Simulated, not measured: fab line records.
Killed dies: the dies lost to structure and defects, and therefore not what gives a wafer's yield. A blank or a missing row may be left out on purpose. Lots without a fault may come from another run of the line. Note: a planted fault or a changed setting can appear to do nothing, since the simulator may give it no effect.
Check of tool commonality / flow nand_harc / Sample size 3 lots and 9 wafers

REASON IT WAS OPENED
Flagged at NHARC_END_SORT_01: reading killed_at_periphery, on 2 of 3 lots. Fault-free wafers read 2.4, with a standard deviation of 1.8.
Rule: flag the lot when none of its wafers has a number, or when each of its wafers that has one lies beyond 4 standard deviations from that mean. The rest of the lots are taken to be sound.

lot=L639; measured=day 21 14:16; on=prober-02; killed_at_periphery, wafer by wafer=4 4 4; flag=
lot=L646; measured=day 21 21:55; on=prober-01; killed_at_periphery, wafer by wafer=657 663 648; flag=FLAGGED
lot=L644; measured=day 23 01:55; on=prober-01; killed_at_periphery, wafer by wafer=631 631 636; flag=FLAGGED
Averaged over the flagged lots the numbers come to 644.3, +641.9 from the usual (+99 or more standard deviations).

LOT BY LOT: THE TOOL USED
The record holds 3 process steps before the reading, out of a route of 1159 steps. Cell contents, in order: the tool; ch with the chambers the sampled wafers went through; the start.
lot=L639; flag=; NHARC_P_M2_ANNEAL_31=rtp_anneal-01 ch 0, day 8 03:57; NHARC_P_BONDPAD_ETCH_12=rie_diel-11 ch 1,2, day 8 07:20 or earlier; NHARC_P_BONDPAD_ETCH_24=rie_diel-11 ch 0,2, day 8 07:20
lot=L646; flag=FLAGGED; NHARC_P_M2_ANNEAL_31=rtp_anneal-02 ch 0, day 9 18:35; NHARC_P_BONDPAD_ETCH_12=rie_diel-08 ch 0,1,2, day 9 21:59 or earlier; NHARC_P_BONDPAD_ETCH_24=rie_diel-08 ch 0,2,3, day 9 21:59
lot=L644; flag=FLAGGED; NHARC_P_M2_ANNEAL_31=rtp_anneal-02 ch 0, day 9 17:47; NHARC_P_BONDPAD_ETCH_12=rie_diel-08 ch 0,1, day 9 21:10 or earlier; NHARC_P_BONDPAD_ETCH_24=rie_diel-08 ch 0,1, day 9 21:10
These steps, and what they do:
- NHARC_P_M2_ANNEAL_31: time 90 s.
- NHARC_P_BONDPAD_ETCH_12: etches the open film in CHF3/O2, target depth 200 nm, time 100 s.
- NHARC_P_BONDPAD_ETCH_24: etches the open film in CF4/N2, target depth 30 nm, time 72.99 s.
- NHARC_END_SORT_01

FLAGGED OVER TOTAL, TOOL BY TOOL (the gauges that took the reading come last)
step=NHARC_P_M2_ANNEAL_31; tool=rtp_anneal-01; lots run=1; flagged=0; share of the flagged lots=none; sound lots run after its first flagged lot=-
step=NHARC_P_M2_ANNEAL_31; tool=rtp_anneal-02; lots run=2; flagged=2; share of the flagged lots=all; sound lots run after its first flagged lot=0
step=NHARC_P_BONDPAD_ETCH_12; tool=rie_diel-08; lots run=2; flagged=2; share of the flagged lots=all; sound lots run after its first flagged lot=0
step=NHARC_P_BONDPAD_ETCH_12; tool=rie_diel-11; lots run=1; flagged=0; share of the flagged lots=none; sound lots run after its first flagged lot=-
step=NHARC_P_BONDPAD_ETCH_24; tool=rie_diel-08; lots run=2; flagged=2; share of the flagged lots=all; sound lots run after its first flagged lot=0
step=NHARC_P_BONDPAD_ETCH_24; tool=rie_diel-11; lots run=1; flagged=0; share of the flagged lots=none; sound lots run after its first flagged lot=-
step=NHARC_END_SORT_01; tool=prober-01; lots run=2; flagged=2; share of the flagged lots=all; sound lots run after its first flagged lot=0
step=NHARC_END_SORT_01; tool=prober-02; lots run=1; flagged=0; share of the flagged lots=none; sound lots run after its first flagged lot=-
NHARC_P_BONDPAD_ETCH_12 gives no start for some lots, so the hours and the order of its lots are those of NHARC_P_BONDPAD_ETCH_24.

WHAT IS ALLOWED BY THE TABLE
4 rows of the table ran every flagged lot: rtp_anneal-02 at NHARC_P_M2_ANNEAL_31, rie_diel-08 at NHARC_P_BONDPAD_ETCH_12, rie_diel-08 at NHARC_P_BONDPAD_ETCH_24, prober-01 at NHARC_END_SORT_01.
- rtp_anneal-02 at NHARC_P_M2_ANNEAL_31 ran 2 lots, 2 of them flagged. It ran no sound lot before its first flagged lot in this sample, so the start can't be narrowed down.
- rie_diel-08 at NHARC_P_BONDPAD_ETCH_12 ran 2 lots, 2 of them flagged. It ran no sound lot before its first flagged lot in this sample, so the start can't be narrowed down.
- rie_diel-08 at NHARC_P_BONDPAD_ETCH_24 ran 2 lots, 2 of them flagged. It ran no sound lot before its first flagged lot in this sample, so the start can't be narrowed down.
- prober-01 at NHARC_END_SORT_01 ran 2 lots, 2 of them flagged. It ran no sound lot before its first flagged lot in this sample, so the start can't be narrowed down.
A lot count leaves these 3 tools indistinguishable: every one of them fits a fault beginning at some hour. More lots, or a look at what each step does to the wafer, might.

WHAT THE SIMULATOR HAD INSERTED
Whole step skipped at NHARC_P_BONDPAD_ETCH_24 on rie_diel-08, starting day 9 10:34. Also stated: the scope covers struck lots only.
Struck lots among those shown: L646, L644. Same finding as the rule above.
